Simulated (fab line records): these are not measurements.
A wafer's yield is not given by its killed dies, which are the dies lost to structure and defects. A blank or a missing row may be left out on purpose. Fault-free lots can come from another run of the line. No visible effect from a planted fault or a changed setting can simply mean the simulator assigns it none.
fab line records	flow n5Finfet
record: lots: 7	wafers: 21
route steps=1938 shown MIM_BOT@1833 PASSIVATION@1929
startH: start of the lot's first displayed wafer, in hours after the record's first day	waitH: hours since the lot's step before	" the same as in the row above	L1.1+2: one row covering several wafers at once	- no value, or no start was given	* or withheld: withheld	< > ~ a bound
route shown NAME@n: names a module that has steps shown in the file, with the first one's number in the route	usual: mean/standard deviation of fault-free wafers	same: alike in all rows	chamber/n: place in a boat	sites: per-site readings	_std_site: the values' standard deviation	_edge_site: the outer-site mean with the inner-site mean subtracted	radiusMm: for every site, how far away it sits from the centre of the wafer	mask NAME#n: copy n	behind: tool/chamber where the wafer was last shaped	hold: why the lot was held/for how many hours/how that ended	device: whichever transistor did not switch (one of n, p or np)	end of line: the route-end tests of the same wafers	where a step has no rows: the recipe by itself	killed: at the first sort, the dies lost to defects and structure; wafer yield is something else	map: the dies of a wafer, with x for killed, . for not killed, _ for no die there
set.NAME: the run value of the setting; set.NAME@STEP: its run value at that earlier step	model.NAME: the simulator's own value behind a step, which no gauge read
lots run with intentionally changed settings; tables by step, rows by wafer
== steps ==
step: N5_MIM_BOT_SPUTTER_00
recipe: material: TiN	targetThkA: 350	tempC: 200	powerW: 3000	chamberPressurePa: 0.49996	gas: Ar	reactivePartialPa: 0.37997	timeS: 89.7
lot.wafer	tool	chamber	startH	waitH	set.timeS	model.TiN_of_MIM_BOT_SPUTTER_00.thkNm
L081.1	pvdSputter-02	-	287.79	0.0	89.7	35.8
L081.2+3	"	-	"	"	96.14	37.8
L083.2	pvdSputter-01	-	290.44	0.0	93.77	36.6
L083.3	"	-	"	"	93.77	36.8
L083.6	"	-	"	"	89.7	35.6
L082.2	pvdSputter-03	-	297.27	0.0	89.7	35
L082.4	"	-	"	"	89.7	35.4
L082.6	"	-	"	"	89.7	34.8
L085.1	pvdSputter-01	-	326.60	0.0	93.59	37
L085.2	"	-	"	"	93.59	36.8
L085.5	"	-	"	"	93.59	36.6
L087.3	pvdSputter-03	-	329.75	0.0	89.7	34.8
L087.4	"	-	"	"	98.16	38
L087.5	"	-	"	"	98.16	38.4
L091.1+2	pvdSputter-03	-	366.11	0.0	89.7	34.6
L091.6	"	-	"	"	89.7	35.4
L093.3	pvdSputter-03	-	369.67	0.0	93.59	36.2
L093.4	"	-	"	"	89.7	35
L093.5	"	-	"	"	93.59	36
step: N5_PASSIVATION_PASS_ETCH_47
recipe: chemistry: CF4/O2	target: SiNx	targetDepthA: 7700	timeS: 385	ionEnergyEv: 100	pressureMtorr: 40	sourceW: 535	biasW: 49	Ar_flow_sccm: 100	cf4FlowSccm: 100	O2_flow_sccm: 10
lot.wafer	tool	chamber	startH	waitH	set.timeS	model.etch.depthNm
L081.1	rieDiel-06	2	298.94	0.0	415.8	829.8
L081.2	"	0	"	"	385	807.3
L081.3	"	1	"	"	415.8	875.2
L083.2	rieDiel-01	0	299.43	0.0	385	747.4
L083.3	"	1	"	"	385	758.9
L083.6	"	0	"	"	385	749.3
L082.2	rieDiel-06	2	304.85	0.0	385	772.4
L082.4	"	1	"	"	385	815.5
L082.6	"	0	"	"	385	807
L085.1	rieDiel-01	2	336.57	0.0	385	752.1
L085.2	"	0	"	"	333.8	667.9
L085.5	"	3	"	"	333.8	663.8
L087.3	rieDiel-06	2	338.90	0.0	334.1	679.2
L087.4	"	1	"	"	334.1	694.2
L087.5	"	0	"	"	385	797.3
L091.1	rieDiel-06	0	374.15	0.0	453.2	939.3
L091.2	"	3	"	"	453.2	950.1
L091.6	"	1	"	"	385	801.8
L093.3	rieDiel-01	3	377.96	0.0	307.1	605
L093.4	"	0	"	"	385	767.9
L093.5	"	3	"	"	307.1	608.9
step: N5_PASSIVATION_STRIP_48
recipe: chemistry: O2	powerW: 600	tempC: 60	pressureMtorr: 30	rfFrequencyHz: 6e+07	biasPowerW: 0	overashFraction: 0.5	o2FlowSccm: 225
lot.wafer	tool	chamber	startH	waitH	set.tempC
L081.1+2	rieDiel-06	2,0	299.45	0.1	61.35
L081.3	"	1	"	"	60
L083.2	rieDiel-01	0	299.94	0.1	57.47
L083.3+6	"	1,0	"	"	60
L082.2+4+6	rieDiel-06	2,1,0	305.37	0.1	60
L085.1+2	rieDiel-01	2,0	337.09	0.1	60
L085.5	"	3	"	"	62.59
L087.3+5	rieDiel-06	2,0	339.42	0.1	61.81
L087.4	"	1	"	"	60
L091.1+2+6	rieDiel-06	0,3,1	374.67	0.1	58.26
L093.3+4	rieDiel-01	3,0	378.47	0.1	60
L093.5	"	3	"	"	58.05
step: N5_PASSIVATION_STRIP_52
recipe: chemistry: postEtchResidueRemover	timeS: 1200	tempC: 72.5
step: N5_PASSIVATION_CLEAN_71
recipe: chemistry: IPA	timeS: 180	tempC: 25
step: N5_PASSIVATION_SRD_72
recipe: dry: ipaMarangoni	timeS: 30	tempC: 23	rinseLiquid: diw
step: N5_PASSIVATION_ANNEAL_56
recipe: tempC: 400	timeS: 1800	ambient: FGA	idleTempC: 300	rampUpCPerMin: 5	rampDownCPerMin: 3
step: N5_PASSIVATION_PROBE_49
usual: defectLimitedYield: 91.0/1.5	killed_at_M0_to_M3: 34/11	killed_at_M4_up: 14/5.3	killedAtContacts: 13/7	killedAtFrontEnd: 41/13	killedAtOther: 4/3.1	killedDies: 106/17	killedOpen: 70/12	killedShort: 35/8	sort_bin_4_leakage: 0.00/0.007	sort_bin_5_function: 5.2/0.98	sort_bin_6_memory: 3.4/0.69	sortNPass: 1074/17	sortYieldPct: 91.0/1.5
same: grossDies: 1180	killedAtBackSide: 0	sort_bin_8_speed[%]: 0
lot.wafer	tool	chamber	startH	waitH	set.timeS@PASSIVATION_PASS_ETCH_47	defectLimitedYield[%]	killed_at_M0_to_M3	killed_at_M4_up	killedAtContacts	killedAtFrontEnd	killedAtOther	killedDies	killedOpen	killedShort	sort_bin_4_leakage[%]	sort_bin_5_function[%]	sort_bin_6_memory[%]	sortNPass	sortYieldPct[%]
L081.1	prober-02	-	301.94	0.0	415.8	90.2	48	7	8	49	4	116	76	40	0	5.9	3.6	1064	90.2
L081.2	prober-02	-	301.99	0.1	385	74.0	36	23	209	33	6	307	80	34	0	14.8	10.2	873	74.0
L081.3	prober-02	-	302.04	0.1	415.8	91.7	33	15	10	37	3	98	60	38	0	5.0	3.1	1082	91.7
L083.2	prober-01	-	302.56	0.1	385	91.1	36	23	17	26	3	105	76	28	0	5.4	3.3	1075	91.1
L083.3	prober-01	-	302.61	0.1	385	91.9	41	6	11	34	4	96	56	39	0	4.7	3.4	1084	91.9
L083.6	prober-01	-	302.76	0.3	385	90.8	34	22	11	40	1	108	71	37	0	4.9	4.0	1072	90.8
L082.2	prober-02	-	307.95	0.1	385	92.4	32	15	17	24	2	90	69	20	0	5.0	2.4	1090	92.4
L082.4	prober-02	-	308.05	0.2	385	91.6	31	14	24	30	0	99	72	27	0	4.3	4.0	1081	91.6
L082.6	prober-02	-	308.15	0.3	385	89.2	35	18	15	58	1	127	85	42	0	6.2	4.2	1053	89.2
L085.1	prober-02	-	339.59	0.0	385	89.7	15	13	34	56	4	122	58	39	0	5.8	3.6	1058	89.7
L085.2	prober-02	-	339.64	0.1	333.8	73.5	15	10	18	59	211	313	67	42	0	22.1	4.0	867	73.5
L085.5	prober-02	-	339.79	0.2	333.8	72.2	27	5	35	52	209	328	63	37	0	24.0	3.1	852	72.2
L087.3	prober-02	-	342.01	0.1	334.1	83.8	34	11	5	47	94	191	64	36	0	12.2	3.4	989	83.8
L087.4	prober-02	-	342.06	0.2	334.1	87.3	39	19	5	49	38	150	89	42	0	7.0	5.3	1030	87.3
L087.5	prober-02	-	342.11	0.2	385	91.2	23	21	6	49	5	104	55	39	0.08	4.8	3.0	1076	91.2
L091.1	prober-02	-	377.16	0.0	453.2	85.7	43	56	13	54	3	169	78	45	0	8.7	5.2	1011	85.7
L091.2	prober-02	-	377.21	0.1	453.2	85.6	38	61	39	31	1	170	59	41	0.17	7.4	5.8	1010	85.6
L091.6	prober-02	-	377.41	0.3	385	88.7	41	11	46	33	2	133	72	33	0	6.5	4.2	1047	88.7
L093.3	prober-02	-	381.07	0.1	307.1	0.6	28	55	17	25	1048	1173	60	26	0	95.3	3.9	7	0.6
L093.4	prober-02	-	381.12	0.2	385	89.4	31	9	30	53	2	125	78	43	0	6.1	3.7	1055	89.4
L093.5	prober-02	-	381.17	0.2	307.1	1.0	22	9	21	44	1072	1168	65	34	0	95.2	3.5	12	1.0
killed by level:class
L081.1 STI_FIN_REVEAL:geometricParticle:open=13 FIN_SAQP:geometricParticle:open=12 BEOL_M2:geometricParticle:open=12 BEOL_M0_SAQP:geometricParticle:short=11 GATE_CUT:geometricParticle:short=8 BEOL_M0_SAQP:geometricParticle:open=6 BEOL_M1:geometricParticle:open=6 BEOL_M4:geometricParticle:open=6
L081.2 MOL_CONTACT_COAG:areaExpose=193 STI_FIN_REVEAL:geometricParticle:open=12 MOL_CONTACT_COAG:geometricParticle:open=12 BEOL_M3:geometricParticle:open=7 BEOL_M4:geometricParticle:open=7 BEOL_M4:geometricParticle:short=7 FIN_SAQP:geometricParticle:open=6 BEOL_M0_SAQP:geometricParticle:short=6
L081.3 MOL_CONTACT_COAG:geometricParticle:open=9 BEOL_M2:geometricParticle:open=9 STI_FIN_REVEAL:geometricParticle:open=8 BEOL_M0_SAQP:geometricParticle:short=8 FIN_SAQP:geometricParticle:short=7 BEOL_M3:geometricParticle:open=6 GATE_CUT:geometricParticle:short=5 BEOL_M4:geometricParticle:open=5
L083.2 MOL_CONTACT_COAG:geometricParticle:open=15 BEOL_M3:geometricParticle:open=10 BEOL_M1:geometricParticle:open=8 BEOL_M0_SAQP:geometricParticle:open=7 GATE_CUT:geometricParticle:short=6 BEOL_M4:geometricParticle:open=6 FIN_SAQP:geometricParticle:open=5 STARTING-WAFER:geometricParticle:short=5
L083.3 BEOL_M0_SAQP:geometricParticle:open=11 BEOL_M0_SAQP:geometricParticle:short=10 FIN_SAQP:geometricParticle:short=9 MOL_CONTACT_COAG:geometricParticle:open=7 BEOL_M1:geometricParticle:open=7 STI_FIN_REVEAL:geometricParticle:open=5 MOL_CONTACT_COAG:geometricParticle:short=4 BEOL_M0:geometricParticle:open=4
L083.6 FIN_SAQP:geometricParticle:open=18 BEOL_M0_SAQP:geometricParticle:short=15 BEOL_M5:geometricParticle:open=9 MOL_CONTACT_COAG:geometricParticle:open=6 BEOL_M0_SAQP:geometricParticle:open=6 STI_FIN_REVEAL:geometricParticle:open=5 MOL_CONTACT_COAG:geometricParticle:short=5 BEOL_M1:geometricParticle:open=4
L082.2 MOL_CONTACT_COAG:geometricParticle:open=13 BEOL_M1:geometricParticle:open=13 BEOL_M4:geometricParticle:open=9 FIN_SAQP:geometricParticle:open=5 BEOL_M3:geometricParticle:open=5 STI_FIN_REVEAL:geometricParticle:open=4 ILD0:geometricParticle:open=4 MOL_CONTACT_COAG:geometricParticle:short=4
L082.4 MOL_CONTACT_COAG:geometricParticle:open=18 BEOL_M0_SAQP:geometricParticle:open=9 FIN_SAQP:geometricParticle:open=7 MOL_CONTACT_COAG:geometricParticle:short=6 BEOL_M0_SAQP:geometricParticle:short=6 BEOL_M1:geometricParticle:open=6 BEOL_M4:geometricParticle:open=6 BEOL_M2:geometricParticle:open=5
L082.6 STI_FIN_REVEAL:geometricParticle:open=26 MOL_CONTACT_COAG:geometricParticle:open=14 BEOL_M1:geometricParticle:open=10 BEOL_M0_SAQP:geometricParticle:short=10 STI_FIN_REVEAL:geometricParticle:short=5 BEOL_M0_SAQP:geometricParticle:open=5 FIN_SAQP:geometricParticle:short=4 GATE_CUT:geometricParticle:short=4
L085.1 STI_FIN_REVEAL:geometricParticle:open=22 MOL_CONTACT_COAG:areaExpose=19 FIN_SAQP:geometricParticle:short=12 MOL_CONTACT_COAG:geometricParticle:open=11 STI_FIN_REVEAL:geometricParticle:short=7 BEOL_M0_SAQP:geometricParticle:short=6 FIN_SAQP:geometricParticle:open=5 MOL_CONTACT_COAG:geometricParticle:short=4
L085.2 PASSIVATION:areaEtch=204 STI_FIN_REVEAL:geometricParticle:open=22 MOL_CONTACT_COAG:geometricParticle:open=15 FIN_SAQP:geometricParticle:open=9 FIN_SAQP:geometricParticle:short=8 STI_FIN_REVEAL:geometricParticle:short=7 BEOL_M0:geometricParticle:short=5 GATE_CUT:geometricParticle:short=3
L085.5 PASSIVATION:areaEtch=206 MOL_CONTACT_COAG:areaExpose=20 STI_FIN_REVEAL:geometricParticle:open=15 FIN_SAQP:geometricParticle:open=12 MOL_CONTACT_COAG:geometricParticle:open=10 FIN_SAQP:geometricParticle:short=8 BEOL_M0_SAQP:geometricParticle:open=6 MOL_CONTACT_COAG:geometricParticle:short=5
L087.3 PASSIVATION:areaEtch=87 BEOL_M2:geometricParticle:open=9 GATE_CUT:geometricParticle:short=7 DUMMY_GATE:geometricParticle:open=5 BEOL_M3:geometricParticle:open=5 BEOL_M0_SAQP:geometricParticle:open=5 BEOL_M4:geometricParticle:open=5 STI_FIN_REVEAL:geometricParticle:open=4
L087.4 PASSIVATION:areaEtch=18 BEOL_M2:geometricParticle:open=16 FIN_SAQP:geometricParticle:short=11 FIN_SAQP:geometricParticle:open=9 BEOL_M1:geometricParticle:open=7 BEOL_M4:geometricParticle:open=7 DUMMY_GATE:geometricParticle:open=6 BEOL_M0_SAQP:geometricParticle:open=6
L087.5 FIN_SAQP:geometricParticle:short=9 STI_FIN_REVEAL:geometricParticle:open=8 BEOL_M4:geometricParticle:open=8 HKMG_FIN:areaEtch=8 BEOL_M2:geometricParticle:open=7 MOL_CONTACT_COAG:geometricParticle:open=5 BEOL_M2:geometricParticle:short=4 BEOL_M3:geometricParticle:open=4
L091.1 BEOL_M5:areaExpose=44 STI_FIN_REVEAL:geometricParticle:open=14 BEOL_M2:geometricParticle:open=14 FIN_SAQP:geometricParticle:short=11 MOL_CONTACT_COAG:geometricParticle:open=11 BEOL_M2:geometricParticle:short=7 BEOL_M3:geometricParticle:open=6 STARTING-WAFER:geometricParticle:short=6
L091.2 BEOL_M5:areaExpose=45 MOL_CONTACT_COAG:areaExpose=23 MOL_CONTACT_COAG:geometricParticle:open=14 BEOL_M2:geometricParticle:open=14 FIN_SAQP:geometricParticle:short=12 BEOL_M0_SAQP:geometricParticle:open=5 BEOL_M3:geometricParticle:open=5 BEOL_M4:geometricParticle:open=5
L091.6 MOL_CONTACT_COAG:areaExpose=27 MOL_CONTACT_COAG:geometricParticle:open=17 BEOL_M2:geometricParticle:open=12 BEOL_M0_SAQP:geometricParticle:short=7 BEOL_M2:geometricParticle:short=6 BEOL_M0:geometricParticle:open=6 STARTING-WAFER:geometricParticle:open=6 FIN_SAQP:geometricParticle:short=5
L093.3 PASSIVATION:areaEtch=1047 BEOL_M5:areaExpose=40 MOL_CONTACT_COAG:geometricParticle:open=12 BEOL_M1:geometricParticle:open=12 BEOL_M4:geometricParticle:open=9 FIN_SAQP:geometricParticle:open=8 STI_FIN_REVEAL:geometricParticle:open=8 BEOL_M0_SAQP:geometricParticle:short=6
L093.4 MOL_CONTACT_COAG:geometricParticle:open=24 FIN_SAQP:geometricParticle:short=12 STI_FIN_REVEAL:geometricParticle:open=10 BEOL_M1:geometricParticle:open=8 FIN_SAQP:geometricParticle:open=6 MOL_CONTACT_COAG:geometricParticle:short=6 BEOL_M0_SAQP:geometricParticle:short=6 GATE_CUT:geometricParticle:open=5
L093.5 PASSIVATION:areaEtch=1069 MOL_CONTACT_COAG:geometricParticle:open=15 FIN_SAQP:geometricParticle:open=12 STI_FIN_REVEAL:geometricParticle:open=12 BEOL_M0_SAQP:geometricParticle:short=7 BEOL_M4:geometricParticle:open=6 MOL_CONTACT_COAG:geometricParticle:short=6 BEOL_M1:geometricParticle:open=5
== key ==
split: step: N5_MIM_BOT_SPUTTER_00	setting: timeS	stated: 89.7	by: wafer
response: step: N5_MIM_BOT_SPUTTER_00	reading: model.TiN_of_MIM_BOT_SPUTTER_00.thkNm	change: +0.312	per: 1%	r: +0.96
split: step: N5_PASSIVATION_PASS_ETCH_47	setting: timeS	stated: 385	by: wafer
response: step: N5_PASSIVATION_PASS_ETCH_47	reading: model.etch.depthNm	change: +7.69	per: 1%	r: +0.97
response: step: N5_PASSIVATION_PROBE_49	reading: defectLimitedYield	shape: bent	atLowest: 0.8	atStated: 89.1	atHighest: 85.6
response: step: N5_PASSIVATION_PROBE_49	reading: killedAtContacts	shape: bent	atLowest: 19	atStated: 38	atHighest: 26
response: step: N5_PASSIVATION_PROBE_49	reading: killedAtOther	shape: bent	atLowest: 1060	atStated: 3	atHighest: 2
response: step: N5_PASSIVATION_PROBE_49	reading: killedDies	shape: bent	atLowest: 1170	atStated: 129	atHighest: 170
response: step: N5_PASSIVATION_PROBE_49	reading: sort_bin_5_function	shape: bent	atLowest: 95.2	atStated: 6.2	atHighest: 8.1
response: step: N5_PASSIVATION_PROBE_49	reading: sortNPass	shape: bent	atLowest: 10	atStated: 1051	atHighest: 1010
response: step: N5_PASSIVATION_PROBE_49	reading: sortYieldPct	shape: bent	atLowest: 0.8	atStated: 89.1	atHighest: 85.6
split: step: N5_PASSIVATION_STRIP_48	setting: tempC	stated: 60	by: wafer
response none clear
